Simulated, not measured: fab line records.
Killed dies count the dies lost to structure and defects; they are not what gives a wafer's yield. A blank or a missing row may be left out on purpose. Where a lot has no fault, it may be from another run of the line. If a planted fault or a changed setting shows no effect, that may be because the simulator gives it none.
What tool caused it? -- flow nand-harc -- 33 wafers from 11 lots sampled at 2 of the route's 1159 steps

## WHAT THE GAUGES READ, wafer by wafer
NHARC_A_CONTACT_OVL_MEAS_43. Usual: overlay-x-nm -0.2 nm, standard deviation 0.66; overlay-y-nm 0.2 nm, standard deviation 0.86.
lot,measured,on,overlay-x-nm (nm),overlay-y-nm (nm),flag
L401,day 16 03:47,overlay-01,-0.7 -0.4 -0.9,0.6 1.0 0.9,
L404,day 16 12:43,overlay-01,0.7 0.9 0.9,-0.3 0.1 0.1,
L403,day 16 12:52,overlay-02,5.6 6.1 6.4,-0.4 0.1 -0.4,OFF
L405,day 16 19:17,overlay-02,4.5 5.3 4.6,0.4 0.4 0.2,OFF
L407,day 17 06:55,overlay-02,0.5 -0.4 0.8,-0.2 0.0 0.1,
L409,day 18 04:40,overlay-01,6.5 6.6 6.6,1.0 1.2 1.1,OFF
L416,day 19 18:53,overlay-01,0.1 -0.9 -0.6,-0.1 0.3 0.5,
L417,day 20 02:00,overlay-01,-0.9 -0.8 -0.9,-0.1 0.2 0.1,
L418,day 20 10:41,overlay-01,-1.4 -1.1 -0.6,-1.1 -2.0 -1.7,
L420,day 20 19:04,overlay-02,1.0 0.5 0.8,0.1 -0.2 -0.2,
L422,day 21 16:22,overlay-02,-0.4 -0.4 -0.4,0.9 0.9 1.1,

## WHAT TOOL EACH LOT RAN ON (gives the tool, then ch and the chambers of the sampled wafers, and finally the start)
lot,NHARC_A_CONTACT_EXPOSE_39
L401,"arfi-scanner-03 ch 0, day 16 03:33"
L404,"arfi-scanner-03 ch 0, day 16 12:30"
L403,"arfi-scanner-03 ch 0, day 16 12:38"
L405,"arfi-scanner-03 ch 0, day 16 19:04"
L407,"arfi-scanner-02 ch 0, day 17 06:41"
L409,"arfi-scanner-03 ch 0, day 18 04:26"
L416,"arfi-scanner-02 ch 0, day 19 18:39"
L417,"arfi-scanner-02 ch 0, day 20 01:46"
L418,"arfi-scanner-01 ch 0, day 20 10:28"
L420,"arfi-scanner-01 ch 0, day 20 18:50"
L422,"arfi-scanner-02 ch 0, day 21 16:08"
- NHARC_A_CONTACT_EXPOSE_39: exposes mask A CC 3.

## WHAT THE TOOLS THEMSELVES READ (means of the sampled wafers that have a number; where no wafer has one, the mark that the record gives instead)
The record holds no such reading with a usual standard deviation.

## THE ANSWER, worked out from the rows above alone
Rule: a lot counts as off when the mean over its wafers that have a number is more than 3 standard deviations away from the usual mean. Also off: a lot with no number at a reading for which 4 or more lots have one. All remaining lots with rows at the step are treated as sound. After the gauges, taken in route order, come the tools' own readings; for these a lot's mean is taken, as printed above. At the first step where some lot is off, the reading lying furthest off is the one used; lots without a number count as furthest.
Off: L403, L405, L409 (NHARC_A_CONTACT_OVL_MEAS_43, overlay-x-nm).
If a tool, at a process step before that reading, ran all the lots that are off and no sound lot after the first of them, it fits. Gauges at NHARC_A_CONTACT_OVL_MEAS_43: tried the same way as those tools. One fits: arfi-scanner-03 at NHARC_A_CONTACT_EXPOSE_39. A fault onset in the window from L404 (day 16 12:30, its last sound lot) to L403 (day 16 12:38, its first lot off) fits.

## WHAT THE SIMULATOR PUT IN
Scanner matching overlay: arfi-scanner-03, from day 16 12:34 on, at NHARC_A_CONTACT_EXPOSE_39. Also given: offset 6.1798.
Shown lots that were struck: L403, L405, L409. The rule above found the same.
